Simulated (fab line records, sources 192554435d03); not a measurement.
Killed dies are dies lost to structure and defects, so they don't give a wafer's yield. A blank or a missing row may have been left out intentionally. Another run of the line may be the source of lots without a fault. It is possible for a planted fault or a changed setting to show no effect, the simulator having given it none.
fab line records    flow n5Finfet
record: lots: 6  wafers: 18  lastDay: 18
route steps=1938 shown BEOL_M7@1297 PASSIVATION@1936
lots that met no fault: from a run of the same line without faults
startH: start of the lot's first displayed wafer, in hours after the record's first day    waitH: how many hours have passed since the lot's step before this one    " repeats the value in the row above    L1.1+2: one row covering several wafers at once    - no value, or no start given    * or withheld: withheld    < > ~ a bound
route shown NAME@n: NAME is a module with steps in the file, n the number in the route of the first one    usual: mean/standard deviation of fault-free wafers    same: alike in all rows    chamber/n: place in a boat    sites: the reading at each site    _std_site: how widely they spread, as a standard deviation    _edge_site: inner sites' mean taken away from outer sites' mean    radiusMm: for every site, how far away it sits from the centre of the wafer    mask NAME#n: copy n    behind: the most recent tool/chamber to have shaped the wafer    hold: the reason the lot was held/the length of the hold in hours/how it ended    device: transistor that didn't switch, given as n, p or np    end of line: tests run on the same wafers once the route is complete    step lacking rows: just its recipe    killed: at the first sort, the dies lost to defects and structure; wafer yield is something else    map: a wafer's dies, marking killed ones x, the rest . and places with no die _
set.NAME: the setting that was run; set.NAME@STEP: the one run at that earlier step    model.NAME: the simulator's own value behind a step, which no gauge read
lots at some steps of the route; a table a step, a row a wafer
services: the hour from which a tool's chamber was out of use, counted from the record's first day as startH (under 0 if before that day), plus the number of hours and why
== steps ==
step: N5_BEOL_M7_OVL_MEAS_29
recipe: pointsPerWafer: 522
usual: V6_OVL: -0.5/0.6
lot.wafer  tool        chamber  startH  waitH  V6_OVL[nm]
L794.2     overlay-02  0        207.86  0.0    0.0
L794.3     "           0        "       "      0.0
L794.6     "           0        "       "      0.3
L797.1     overlay-02  0        238.52  0.0    -0.9
L797.4     "           0        "       "      -0.6
L797.5     "           0        "       "      -0.9
L804.1     overlay-02  0        274.79  0.0    0.0
L804.2     "           0        "       "      0.2
L804.6     "           0        "       "      -0.9
L805.1     overlay-01  0        276.91  0.0    -0.4
L805.4     "           0        "       "      -1.2
L805.6     "           0        "       "      -1.3
L814.2     overlay-01  0        334.52  0.0    -0.4
L814.5     "           0        "       "      0.1
L814.6     "           0        "       "      -0.5
L815.1     overlay-01  0        340.47  0.0    -0.1
L815.2     "           0        "       "      -0.4
L815.4     "           0        "       "      0.1
step: N5_BEOL_M7_INSPECT_30
recipe: mode: adi  inspectInstrument: brightfield
usual: rawDefectCount: 417/98
lot.wafer  tool              chamber  startH  waitH  rawDefectCount
L794.2     defectInspect-01  -        207.91  0.0    267
L794.3     "                 -        "       "      350
L794.6     "                 -        "       "      276
L797.1     defectInspect-01  -        238.58  0.1    303
L797.4     "                 -        "       "      414
L797.5     "                 -        "       "      335
L804.1     defectInspect-01  -        274.84  0.1    326
L804.2     "                 -        "       "      396
L804.6     "                 -        "       "      423
L805.1     defectInspect-02  -        276.96  0.1    621
L805.4     "                 -        "       "      382
L805.6     "                 -        "       "      538
L814.2     defectInspect-01  -        334.58  0.0    324
L814.5     "                 -        "       "      318
L814.6     "                 -        "       "      370
L815.1     defectInspect-02  -        340.53  0.1    351
L815.2     "                 -        "       "      330
L815.4     "                 -        "       "      381
step: N5_BEOL_M7_DESCUM_33
recipe: chemistry: O2  timeS: 7  sourcePowerW: 50  biasPowerW: 20  pressureMtorr: 20  rfFrequencyHz: 2.712e+07  tempC: 40  resist: CAR-EUV  o2FlowSccm: 225
usual: drypumpMotorCurrentA: 5.40/0.29  oesProductAu: 0.80/0.1  rfVppV: 243.4/1.1  showerheadPlenumPTorr: 2.10/0.05  tempC: 39.98/0.12  throttleValvePct: 20.34/0.21
lot.wafer  tool        chamber  startH  waitH  drypumpMotorCurrentA  oesProductAu  rfHoursCounterH  rfVppV  showerheadPlenumPTorr  tempC  throttleValvePct
L794.2     rieDiel-03  0        207.94  0.0    5.93                  0.71          199              242.4   2.07                   39.97  20.16
L794.3     "           1        "       "      5.28                  0.81          66               245.3   2.22                   40.06  20.41
L794.6     "           1        "       "      5.29                  0.82          -                245.4   2.22                   39.99  20.40
L797.1     rieDiel-06  3        238.94  0.4    5.32                  0.70          184              242.1   2.08                   40.26  20.67
L797.4     "           1        "       "      5.44                  0.94          -                243.5   2.13                   39.97  20.10
L797.5     "           3        "       "      5.36                  0.70          -                243.4   2.08                   40.24  20.67
L804.1     rieDiel-06  2        275.36  0.5    5.89                  0.73          216              243.8   2.08                   39.87  20.84
L804.2     "           1        "       "      5.47                  0.91          25               244.0   2.12                   40.13  20.11
L804.6     "           0        "       "      5.09                  0.72          -                244.5   2.18                   39.82  20.43
L805.1     rieDiel-06  0        277.00  0.0    5.09                  0.73          181              244.5   2.18                   39.82  20.41
L805.4     "           3        "       "      5.35                  0.69          196              242.5   2.08                   40.10  20.68
L805.6     "           2        "       "      5.88                  0.72          -                240.8   2.08                   40.02  20.84
L814.2     rieDiel-03  3        334.61  0.0    5.14                  0.90          28               244.2   2.11                   39.70  20.23
L814.5     "           0        "       "      5.93                  0.68          -                241.4   2.06                   39.97  20.24
L814.6     "           3        "       "      5.14                  0.90          -                244.4   2.11                   39.78  20.23
L815.1     rieDiel-05  1        340.56  0.0    5.47                  0.85          78               242.4   2.03                   40.28  20.13
L815.2     "           0        "       "      5.01                  0.92          38               243.2   2.11                   39.96  20.31
L815.4     "           3        "       "      5.33                  0.70          213              243.7   2.06                   39.85  20.53
step: N5_BEOL_M7_ETCH_72
recipe: chemistry: N2/H2  target: underlayer  targetDepthA: 65  maskMaterial: CAR-EUV  timeS: 5.2  ionEnergyEv: 200  pressureMtorr: 30  sourceW: 840  biasW: 150  n2FlowSccm: 200  h2FlowSccm: 200  ends: cleared
step: N5_BEOL_M7_ETCH_65
recipe: chemistry: CF4  target: SiARC  targetDepthA: 156  maskMaterial: CAR-EUV  timeS: 26  ionEnergyEv: 80  pressureMtorr: 40  sourceW: 545  biasW: 36  Ar_flow_sccm: 100  cf4FlowSccm: 100  ends: cleared
usual: biasW: 36.01/0.1  drypumpMotorCurrentA: 5.40/0.29  etchRfOnTimeS: 25.9/0.56  oesProductAu: 0.69/0.088  rfVppV: 184.3/1.1  showerheadPlenumPTorr: 2.15/0.055  throttleValvePct: 15.54/0.21
lot.wafer  tool        chamber  startH  waitH  biasW  drypumpMotorCurrentA  etchRfOnTimeS  oesProductAu  rfHoursCounterH  rfVppV  showerheadPlenumPTorr  throttleValvePct
L794.2     rieDiel-03  0        208.00  0.0    36.03  5.94                  26.4           0.61          199              183.5   2.11                   15.39
L794.3     "           1        "       "      36.00  5.30                  26.1           0.69          66               183.4   2.27                   15.60
L794.6     "           1        "       "      35.88  5.27                  25.9           0.69          -                187.1   2.27                   15.60
L797.1     rieDiel-06  3        238.99  0.0    35.93  5.32                  26.4           0.60          184              184.1   2.14                   15.85
L797.4     "           1        "       "      35.90  5.45                  25.5           0.79          -                185.7   2.19                   15.38
L797.5     "           3        "       "      35.99  5.30                  26.3           0.60          -                183.8   2.14                   15.84
L804.1     rieDiel-06  2        275.41  0.0    36.03  5.89                  25.6           0.62          216              182.9   2.12                   15.99
L804.2     "           1        "       "      36.09  5.44                  25.5           0.77          25               184.6   2.19                   15.41
L804.6     "           0        "       "      35.84  5.07                  25.4           0.62          -                185.6   2.21                   15.57
L805.1     rieDiel-06  0        277.05  0.0    36.01  5.08                  25.3           0.62          181              186.0   2.21                   15.59
L805.4     "           3        "       "      35.92  5.32                  26.2           0.59          196              182.8   2.13                   15.86
L805.6     "           2        "       "      36.12  5.90                  26.1           0.62          -                182.9   2.12                   16.01
L814.2     rieDiel-03  3        334.66  0.0    35.97  5.12                  25.5           0.76          28               184.4   2.18                   15.47
L814.5     "           0        "       "      35.95  5.93                  26.8           0.57          -                183.2   2.10                   15.48
L814.6     "           3        "       "      36.12  5.13                  25.5           0.76          -                184.0   2.18                   15.50
L815.1     rieDiel-05  1        340.61  0.0    35.81  5.43                  25.5           0.72          78               184.4   2.08                   15.24
L815.2     "           0        "       "      35.98  5.03                  25.6           0.78          38               186.6   2.18                   15.60
L815.4     "           3        "       "      36.14  5.31                  26.0           0.59          213              182.5   2.11                   15.73
step: N5_BEOL_M7_ETCH_66
recipe: chemistry: N2/H2  target: SOC  targetDepthA: 800  overetchA: 160  maskMaterial: SiARC  tempC: 40  timeS: 120  ionEnergyEv: 200  pressureMtorr: 30  sourceW: 840  biasW: 150  n2FlowSccm: 200  h2FlowSccm: 200
step: N5_BEOL_M7_STRIP_69
recipe: chemistry: N2/H2  tempC: 40  n2FlowSccm: 200  h2FlowSccm: 200  rfFrequencyHz: 6e+07
step: N5_BEOL_M7_STRIP_73
recipe: chemistry: N2/H2  tempC: 40  n2FlowSccm: 200  h2FlowSccm: 200  rfFrequencyHz: 6e+07
step: N5_BEOL_M7_VIA_ETCH_34
recipe: chemistry: C4F6/O2  target: SiCOH_lowk  targetDepthA: 1255  maskMaterial: SOC  taperDeg: 4  timeS: 50.5  ionEnergyEv: 250  pressureMtorr: 30  sourceW: 345  biasW: 185  Ar_flow_sccm: 300  C4F6_flow_sccm: 10  O2_flow_sccm: 10
usual: biasW: 185.0/0.51  drypumpMotorCurrentA: 5.41/0.29  oesProductAu: 0.80/0.1  rfVppV: 668/9.8  showerheadPlenumPTorr: 2.87/0.074  throttleValvePct: 20.84/0.2
lot.wafer  tool        chamber  startH  waitH  biasW  drypumpMotorCurrentA  oesProductAu  rfHoursCounterH  rfVppV  showerheadPlenumPTorr  throttleValvePct
L794.2     rieDiel-03  0        208.12  0.0    185.4  5.93                  0.70          199              668     2.82                   20.59
L794.3     "           1        "       "      185.0  5.27                  0.81          66               665     3.02                   20.97
L794.6     "           1        "       "      185.4  5.27                  0.82          -                665     3.02                   20.96
L797.1     rieDiel-06  3        239.12  0.0    184.1  5.33                  0.71          184              686     2.83                   21.10
L797.4     "           1        "       "      185.5  5.49                  0.92          -                662     2.92                   20.76
L797.5     "           3        "       "      184.7  5.31                  0.70          -                685     2.83                   21.09
L804.1     rieDiel-06  2        275.54  0.0    185.4  5.90                  0.72          216              665     2.81                   21.21
L804.2     "           1        "       "      185.8  5.43                  0.89          25               663     2.92                   20.77
L804.6     "           0        "       "      185.9  5.09                  0.71          -                676     2.95                   20.87
L805.1     rieDiel-06  0        277.18  0.0    185.4  5.09                  0.72          181              675     2.95                   20.86
L805.4     "           3        "       "      185.3  5.33                  0.69          196              684     2.83                   21.10
L805.6     "           2        "       "      184.7  5.92                  0.72          -                663     2.81                   21.21
L814.2     rieDiel-03  3        334.79  0.0    184.1  5.15                  0.89          28               687     2.89                   20.78
L814.5     "           0        "       "      184.6  5.93                  0.67          -                667     2.80                   20.64
L814.6     "           3        "       "      184.0  5.17                  0.89          -                688     2.89                   20.80
L815.1     rieDiel-05  1        340.74  0.0    184.2  5.46                  0.85          78               665     2.76                   20.48
L815.2     "           0        "       "      184.4  5.02                  0.91          39               658     2.90                   20.92
L815.4     "           3        "       "      184.6  5.33                  0.69          213              671     2.82                   21.03
step: N5_BEOL_M7_STRIP_76
recipe: chemistry: C4F6/O2  resist: SiARC  rfFrequencyHz: 6e+07
step: N5_BEOL_M7_STRIP_36
recipe: chemistry: N2/H2  powerW: 450  tempC: 40  pressureMtorr: 20  rfFrequencyHz: 6e+07  overashFraction: 0.3  biasPowerW: 7  h2Frac: 0.5  n2FlowSccm: 200  h2FlowSccm: 200
step: N5_BEOL_M7_TRENCH_ETCH_37
recipe: chemistry: C4F6/O2  targetDepthA: 934.78  target: SiCOH_lowk  timeS: 31.2  ionEnergyEv: 250  pressureMtorr: 30  sourceW: 345  biasW: 185  Ar_flow_sccm: 300  C4F6_flow_sccm: 10  O2_flow_sccm: 10
usual: biasW: 185.0/0.57  drypumpMotorCurrentA: 5.41/0.29  oesProductAu: 0.80/0.1  rfVppV: 668/9.6  showerheadPlenumPTorr: 2.87/0.074  throttleValvePct: 20.87/0.2
lot.wafer  tool        chamber  startH  waitH  biasW  drypumpMotorCurrentA  oesProductAu  rfHoursCounterH  rfVppV  showerheadPlenumPTorr  throttleValvePct
L794.2     rieDiel-03  0        -       -      184.3  5.96                  0.71          199              668     2.82                   20.63
L794.3     "           1        "       "      185.6  5.28                  0.81          66               667     3.02                   20.99
L794.6     "           1        "       "      186.0  5.31                  0.81          -                668     3.02                   20.97
L797.1     rieDiel-06  3        -       -      186.1  5.32                  0.71          184              685     2.83                   21.13
L797.4     "           1        "       "      185.4  5.43                  0.93          -                664     2.92                   20.77
L797.5     "           3        "       "      185.4  5.33                  0.71          -                685     2.83                   21.11
L804.1     rieDiel-06  2        -       -      185.5  5.89                  0.72          216              663     2.81                   21.23
L804.2     "           1        "       "      184.9  5.43                  0.90          25               661     2.92                   20.80
L804.6     "           0        "       "      185.2  5.09                  0.72          -                675     2.95                   20.89
L805.1     rieDiel-06  0        -       -      185.4  5.10                  0.72          181              676     2.95                   20.90
L805.4     "           3        "       "      184.6  5.33                  0.69          196              684     2.83                   21.13
L805.6     "           2        "       "      185.7  5.93                  0.73          -                662     2.81                   21.23
L814.2     rieDiel-03  3        -       -      183.7  5.15                  0.90          28               687     2.89                   20.82
L814.5     "           0        "       "      184.6  5.93                  0.68          -                666     2.80                   20.68
L814.6     "           3        "       "      184.1  5.15                  0.88          -                689     2.89                   20.82
L815.1     rieDiel-05  1        -       -      184.3  5.45                  0.85          78               666     2.76                   20.53
L815.2     "           0        "       "      184.6  5.03                  0.91          39               658     2.90                   20.95
L815.4     "           3        "       "      183.9  5.33                  0.70          213              671     2.82                   21.07
step: N5_BEOL_M7_ETCH_41
recipe: chemistry: CH3F/O2  target: SiCN  targetDepthA: 319  taperDeg: 2  timeS: 57.8  ionEnergyEv: 120  maskMaterial: TiN  pressureMtorr: 30  sourceW: 395  biasW: 75  Ar_flow_sccm: 150  CH3F_flow_sccm: 30  O2_flow_sccm: 20
usual: biasW: 75.02/0.22  drypumpMotorCurrentA: 5.40/0.29  oesProductAu: 0.80/0.1  rfVppV: 297.6/1.2  showerheadPlenumPTorr: 2.02/0.054  throttleValvePct: 16.26/0.2
lot.wafer  tool        chamber  startH  waitH  biasW  drypumpMotorCurrentA  oesProductAu  rfHoursCounterH  rfVppV  showerheadPlenumPTorr  throttleValvePct
L794.2     rieDiel-03  0        208.25  -      74.68  5.93                  0.71          199              297.3   1.98                   16.15
L794.3     "           1        "       "      75.57  5.26                  0.83          66               299.6   2.13                   16.31
L794.6     "           1        "       "      75.16  5.28                  0.82          -                299.5   2.13                   16.33
L797.1     rieDiel-06  3        239.24  -      75.02  5.32                  0.70          184              297.2   1.99                   16.53
L797.4     "           1        "       "      75.13  5.44                  0.92          -                298.3   2.06                   16.14
L797.5     "           3        "       "      75.13  5.33                  0.70          -                296.2   1.99                   16.52
L804.1     rieDiel-06  2        275.66  -      78.65  5.90                  0.73          216              306.6   1.97                   16.66
L804.2     "           1        "       "      78.00  5.45                  0.90          25               306.4   2.05                   16.15
L804.6     "           0        "       "      78.25  5.07                  0.73          -                307.1   2.08                   16.35
L805.1     rieDiel-06  0        277.30  -      78.45  5.06                  0.73          181              306.2   2.08                   16.31
L805.4     "           3        "       "      78.48  5.31                  0.70          196              304.6   1.99                   16.54
L805.6     "           2        "       "      77.90  5.89                  0.72          -                304.9   1.97                   16.66
L814.2     rieDiel-03  3        334.91  -      74.84  5.17                  0.89          28               298.0   2.03                   16.18
L814.5     "           0        "       "      74.82  5.93                  0.68          -                297.2   1.97                   16.20
L814.6     "           3        "       "      74.96  5.15                  0.88          -                297.4   2.03                   16.20
L815.1     rieDiel-05  1        340.87  -      74.91  5.44                  0.84          78               295.5   1.94                   15.94
L815.2     "           0        "       "      75.21  5.05                  0.91          39               298.1   2.03                   16.30
L815.4     "           3        "       "      75.09  5.31                  0.70          213              297.1   1.97                   16.45
step: N5_BEOL_M7_STRIP_80
recipe: chemistry: N2/H2  timeS: 10  powerW: 450  tempC: 40  pressureMtorr: 20  rfFrequencyHz: 6e+07  biasPowerW: 7  n2FlowSccm: 200  h2FlowSccm: 200
usual: drypumpMotorCurrentA: 5.41/0.29  oesProductAu: 0.80/0.11  rfVppV: 59.2/0.93  showerheadPlenumPTorr: 2.56/0.065  tempC: 40.00/0.12  throttleValvePct: 23.6/0.35
lot.wafer  tool        chamber  startH  waitH  drypumpMotorCurrentA  oesProductAu  rfHoursCounterH  rfVppV  showerheadPlenumPTorr  tempC  throttleValvePct
L794.2     rieDiel-03  0        -       -      5.94                  0.72          199              60.6    2.51                   40.00  23.1
L794.3     "           1        "       "      5.29                  0.80          66               59.5    2.67                   40.14  23.3
L794.6     "           1        "       "      5.30                  0.81          -                58.9    2.67                   40.02  23.3
L797.1     rieDiel-06  3        -       -      5.32                  0.70          184              59.7    2.53                   40.09  24.0
L797.4     "           1        "       "      5.43                  0.94          -                60.7    2.60                   40.03  23.3
L797.5     "           3        "       "      5.35                  0.69          -                58.6    2.53                   40.05  23.9
L804.1     rieDiel-06  2        -       -      5.94                  0.72          216              59.4    2.54                   39.85  24.5
L804.2     "           1        "       "      5.45                  0.90          25               59.4    2.59                   40.11  23.3
L804.6     "           0        "       "      5.10                  0.71          -                59.6    2.65                   40.15  23.7
L805.1     rieDiel-06  0        -       -      5.07                  0.72          181              59.1    2.65                   39.75  23.7
L805.4     "           3        "       "      5.33                  0.68          196              57.5    2.53                   39.96  24.0
L805.6     "           2        "       "      5.86                  0.73          -                58.0    2.54                   39.90  24.5
L814.2     rieDiel-03  3        -       -      5.14                  0.89          28               58.4    2.61                   39.94  23.7
L814.5     "           0        "       "      5.93                  0.69          -                59.7    2.49                   40.17  23.2
L814.6     "           3        "       "      5.14                  0.90          -                58.7    2.61                   39.94  23.7
L815.1     rieDiel-05  1        -       -      5.47                  0.85          78               59.8    2.46                   39.99  23.3
L815.2     "           0        "       "      5.00                  0.91          39               57.8    2.61                   39.93  23.8
L815.4     "           3        "       "      5.33                  0.70          213              59.6    2.50                   40.04  24.0
step: N5_PASSIVATION_PROBE_49
usual: defectLimitedYield: 91.3/1.4  killed_at_M0_to_M3: 36/11  killed_at_M4_up: 13/5.2  killedAtContacts: 13/6.5  killedAtFrontEnd: 37/11  killedAtOther: 3.6/2.9  killedDies: 103/17  killedOnRim: 13/3.6  killedOpen: 68/12  killedShort: 33/7.3  sort_bin_5_function: 5.2/0.91  sort_bin_6_memory: 3.2/0.67  sortNPass: 1077/17  sortYieldPct: 91.3/1.4
same: grossDies: 1180  killedAtBackSide: 0  sort_bin_4_leakage[%]: 0  sort_bin_8_speed[%]: 0
lot.wafer  tool       chamber  startH  waitH  defectLimitedYield[%]  killed_at_M0_to_M3  killed_at_M4_up  killedAtContacts  killedAtFrontEnd  killedAtOther  killedDies  killedOnRim  killedOpen  killedShort  sort_bin_5_function[%]  sort_bin_6_memory[%]  sortNPass  sortYieldPct[%]
L794.2     prober-02  -        284.37  0.1    90.4                   43                  11               21                36                2              113         14           63          49           5.4                     3.6                   1067       90.4
L794.3     prober-02  -        284.42  0.1    90.1                   43                  13               14                47                0              117         19           70          44           5.6                     3.9                   1063       90.1
L794.6     prober-02  -        284.57  0.3    91.8                   36                  17               13                28                3              97          10           62          34           5.0                     2.8                   1083       91.8
L797.1     prober-01  -        320.31  0.0    89.8                   46                  18               9                 37                10             120         21           83          29           5.8                     3.3                   1060       89.8
L797.4     prober-01  -        320.46  0.2    90.3                   52                  10               12                39                1              114         18           76          38           5.0                     4.3                   1066       90.3
L797.5     prober-01  -        320.51  0.2    88.7                   64                  15               6                 44                4              133         18           95          38           6.9                     3.8                   1047       88.7
L804.1     prober-02  -        353.53  0.0    91.9                   38                  8                17                30                2              95          11           61          33           5.0                     3.0                   1085       91.9
L804.2     prober-02  -        353.58  0.1    92.0                   28                  19               8                 38                1              94          11           56          37           4.2                     3.6                   1086       92.0
L804.6     prober-02  -        353.78  0.3    89.4                   44                  9                22                45                5              125         19           86          37           6.4                     3.9                   1055       89.4
L805.1     prober-01  -        367.95  0.0    88.1                   44                  19               7                 56                14             140         20           85          49           6.9                     4.6                   1040       88.1
L805.4     prober-01  -        368.10  0.2    89.8                   32                  19               9                 55                5              120         17           62          43           5.8                     3.3                   1060       89.8
L805.6     prober-01  -        368.20  0.3    91.4                   32                  12               2                 51                4              101         14           64          33           4.9                     3.2                   1079       91.4
L814.2     prober-01  -        409.95  0.1    91.3                   34                  23               14                25                7              103         16           76          27           4.7                     3.6                   1077       91.3
L814.5     prober-01  -        410.10  0.2    90.4                   59                  20               6                 23                5              113         18           80          33           5.7                     3.6                   1067       90.4
L814.6     prober-01  -        410.15  0.3    89.9                   50                  17               4                 40                8              119         14           76          41           5.8                     4.1                   1061       89.9
L815.1     prober-01  -        427.29  0.0    92.1                   12                  14               20                45                2              93          11           61          28           5.4                     2.3                   1087       92.1
L815.2     prober-01  -        427.34  0.1    90.0                   27                  10               10                71                0              118         12           79          39           7.0                     2.8                   1062       90.0
L815.4     prober-01  -        427.44  0.2    90.4                   25                  16               20                51                1              113         8            74          37           5.7                     3.7                   1067       90.4
killed by level:class
L794.2 BEOL_M0_SAQP:geometricParticle:short=13 MOL_CONTACT_COAG:geometricParticle:open=11 MOL_CONTACT_COAG:geometricParticle:short=10 BEOL_M0_SAQP:geometricParticle:open=9 GATE_CUT:geometricParticle:short=7 BEOL_M2:geometricParticle:open=5 STARTING-WAFER:geometricParticle:short=5 FIN_SAQP:geometricParticle:open=4
L794.3 FIN_SAQP:geometricParticle:short=11 MOL_CONTACT_COAG:geometricParticle:open=11 FIN_SAQP:geometricParticle:open=8 BEOL_M0_SAQP:geometricParticle:open=7 BEOL_M0_SAQP:geometricParticle:short=7 BEOL_M2:geometricParticle:open=7 BEOL_M3:geometricParticle:short=6 BEOL_M1:geometricParticle:open=6
L794.6 MOL_CONTACT_COAG:geometricParticle:open=11 BEOL_M0_SAQP:geometricParticle:short=9 FIN_SAQP:geometricParticle:open=8 BEOL_M2:geometricParticle:open=8 FIN_SAQP:geometricParticle:short=7 BEOL_M0:geometricParticle:open=6 BEOL_M4:geometricParticle:open=6 BEOL_M3:geometricParticle:open=4
L797.1 BEOL_M2:geometricParticle:open=14 BEOL_M3:geometricParticle:open=13 BEOL_M4:geometricParticle:open=10 HKMG_FIN:areaEtch=8 STI_FIN_REVEAL:geometricParticle:open=7 FIN_SAQP:geometricParticle:open=6 FIN_SAQP:geometricParticle:short=6 BEOL_M0_SAQP:geometricParticle:open=6
L797.4 BEOL_M0_SAQP:geometricParticle:open=14 BEOL_M2:geometricParticle:open=13 BEOL_M0_SAQP:geometricParticle:short=12 FIN_SAQP:geometricParticle:open=10 MOL_CONTACT_COAG:geometricParticle:open=10 FIN_SAQP:geometricParticle:short=7 BEOL_M4:geometricParticle:open=6 BEOL_M3:geometricParticle:open=5
L797.5 BEOL_M2:geometricParticle:open=20 STI_FIN_REVEAL:geometricParticle:open=17 BEOL_M3:geometricParticle:open=13 BEOL_M0_SAQP:geometricParticle:open=9 FIN_SAQP:geometricParticle:open=8 BEOL_M0_SAQP:geometricParticle:short=8 FIN_SAQP:geometricParticle:short=7 BEOL_M1:geometricParticle:open=5
L804.1 MOL_CONTACT_COAG:geometricParticle:open=16 FIN_SAQP:geometricParticle:short=11 BEOL_M3:geometricParticle:open=9 BEOL_M0_SAQP:geometricParticle:short=7 BEOL_M0_SAQP:geometricParticle:open=7 STI_FIN_REVEAL:geometricParticle:open=6 BEOL_M4:geometricParticle:open=5 BEOL_M2:geometricParticle:short=4
L804.2 STI_FIN_REVEAL:geometricParticle:open=11 BEOL_M0_SAQP:geometricParticle:open=7 BEOL_M4:geometricParticle:short=7 BEOL_M2:geometricParticle:short=6 FIN_SAQP:geometricParticle:open=5 MOL_CONTACT_COAG:geometricParticle:open=5 BEOL_M4:geometricParticle:open=5 BEOL_M0:geometricParticle:short=4
L804.6 MOL_CONTACT_COAG:geometricParticle:open=15 BEOL_M2:geometricParticle:open=12 STI_FIN_REVEAL:geometricParticle:open=11 BEOL_M3:geometricParticle:open=10 BEOL_M0_SAQP:geometricParticle:open=8 FIN_SAQP:geometricParticle:short=7 MOL_CONTACT_COAG:geometricParticle:short=7 BEOL_M0_SAQP:geometricParticle:short=6
L805.1 FIN_SAQP:geometricParticle:short=13 BEOL_M0_SAQP:geometricParticle:open=12 FIN_SAQP:geometricParticle:open=8 BEOL_M0_SAQP:geometricParticle:short=7 MOL_CONTACT_COAG:geometricParticle:open=7 BEOL_M2:geometricParticle:open=7 BEOL_M4:geometricParticle:short=6 PASS1_CAP:geometricParticle:open=6
L805.4 BEOL_M1:geometricParticle:open=12 FIN_SAQP:geometricParticle:short=10 HKMG_FIN:areaEtch=8 FIN_SAQP:geometricParticle:open=7 STI_FIN_REVEAL:geometricParticle:open=7 MOL_CONTACT_COAG:geometricParticle:open=7 GATE_CUT:geometricParticle:short=7 BEOL_M4:geometricParticle:short=7
L805.6 FIN_SAQP:geometricParticle:open=9 DUMMY_GATE:geometricParticle:open=8 FIN_SAQP:geometricParticle:short=7 STI_FIN_REVEAL:geometricParticle:open=7 BEOL_M1:geometricParticle:open=7 BEOL_M0_SAQP:geometricParticle:short=5 BEOL_M0_SAQP:geometricParticle:open=5 BEOL_M0:geometricParticle:open=3
L814.2 BEOL_M4:geometricParticle:open=14 MOL_CONTACT_COAG:geometricParticle:open=12 BEOL_M0_SAQP:geometricParticle:short=8 BEOL_M0_SAQP:geometricParticle:open=8 FIN_SAQP:geometricParticle:open=7 BEOL_M3:geometricParticle:open=5 STI_FIN_REVEAL:geometricParticle:open=4 STARTING-WAFER:geometricParticle:short=4
L814.5 BEOL_M3:geometricParticle:open=20 BEOL_M0_SAQP:geometricParticle:open=16 BEOL_M0_SAQP:geometricParticle:short=9 FIN_SAQP:geometricParticle:open=8 BEOL_M4:geometricParticle:open=8 BEOL_M1:geometricParticle:open=6 BEOL_M3:geometricParticle:short=4 BEOL_M4:geometricParticle:short=4
L814.6 BEOL_M3:geometricParticle:open=15 FIN_SAQP:geometricParticle:open=12 BEOL_M0_SAQP:geometricParticle:short=12 FIN_SAQP:geometricParticle:short=9 BEOL_M4:geometricParticle:open=8 BEOL_M1:geometricParticle:open=7 BEOL_M3:geometricParticle:short=6 STI_FIN_REVEAL:geometricParticle:open=5
L815.1 MOL_CONTACT_COAG:geometricParticle:open=17 FIN_SAQP:geometricParticle:short=10 FIN_SAQP:geometricParticle:open=8 STI_FIN_REVEAL:geometricParticle:open=8 DUMMY_GATE:geometricParticle:open=4 BEOL_M4:geometricParticle:open=4 ILD0:geometricParticle:open=3 GATE_CUT:geometricParticle:short=3
L815.2 FIN_SAQP:geometricParticle:open=15 FIN_SAQP:geometricParticle:short=12 STI_FIN_REVEAL:geometricParticle:open=11 DUMMY_GATE:geometricParticle:open=11 BEOL_M1:geometricParticle:open=9 GATE_CUT:geometricParticle:short=7 MOL_CONTACT_COAG:geometricParticle:open=7 BEOL_M0_SAQP:geometricParticle:open=6
L815.4 MOL_CONTACT_COAG:geometricParticle:open=17 FIN_SAQP:geometricParticle:open=12 FIN_SAQP:geometricParticle:short=10 BEOL_M2:geometricParticle:open=9 GATE_CUT:geometricParticle:short=7 STI_FIN_REVEAL:geometricParticle:open=6 BEOL_M3:geometricParticle:open=5 BEOL_M5:geometricParticle:open=5
== services ==
tool        chamber  startH  hours  kind
rieDiel-05  -        184.13  1.2    repair
rieDiel-03  3        207.89  9.7    repair
rieDiel-03  3        218.18  -      clean
rieDiel-03  3        218.18  -      consumableReplace:focusRing
rieDiel-03  3        218.18  18.2   scheduledDown
rieDiel-03  3        218.18  18.2   ventCycle
rieDiel-03  -        223.67  1.2    repair
rieDiel-06  3        226.39  4.2    repair
rieDiel-06  2        227.03  16.7   repair
rieDiel-03  2        249.30  -      clean
rieDiel-03  2        249.30  -      consumableReplace:focusRing
rieDiel-03  2        249.30  16.8   scheduledDown
rieDiel-03  2        249.30  16.8   ventCycle
rieDiel-03  -        252.99  2.8    pm
rieDiel-03  3        257.10  10.3   repair
rieDiel-03  0        275.51  4.4    repair
rieDiel-03  -        281.98  0.1    repair
rieDiel-06  0        287.29  12.3   repair
rieDiel-05  2        295.07  17.0   repair
rieDiel-05  2        316.07  4.0    repair
rieDiel-03  3        317.28  3.7    repair
== key ==
firstSign: step: N5_BEOL_M7_ETCH_41  reading: biasW  direction: up  sigmas: 15  usual: *  struck: *
effect: step: N5_BEOL_M7_ETCH_41  reading: rfVppV  direction: up  sigmas: 7.2  usual: 297.6  struck: 306.0
metAt N5_BEOL_M7_ETCH_41
struckWafers L804.1,L804.2,L804.6,L805.1,L805.4,L805.6
onsetBetween 239.24 275.66
fault: kind: processParameterDrift  tool: rieDiel-06  chamber: -  onsetH: 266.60  steps: N5_BEOL_M7_ETCH_41  channel: biasW  offset: *  shape: step  endH: 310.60  actsIn: *  stated: *
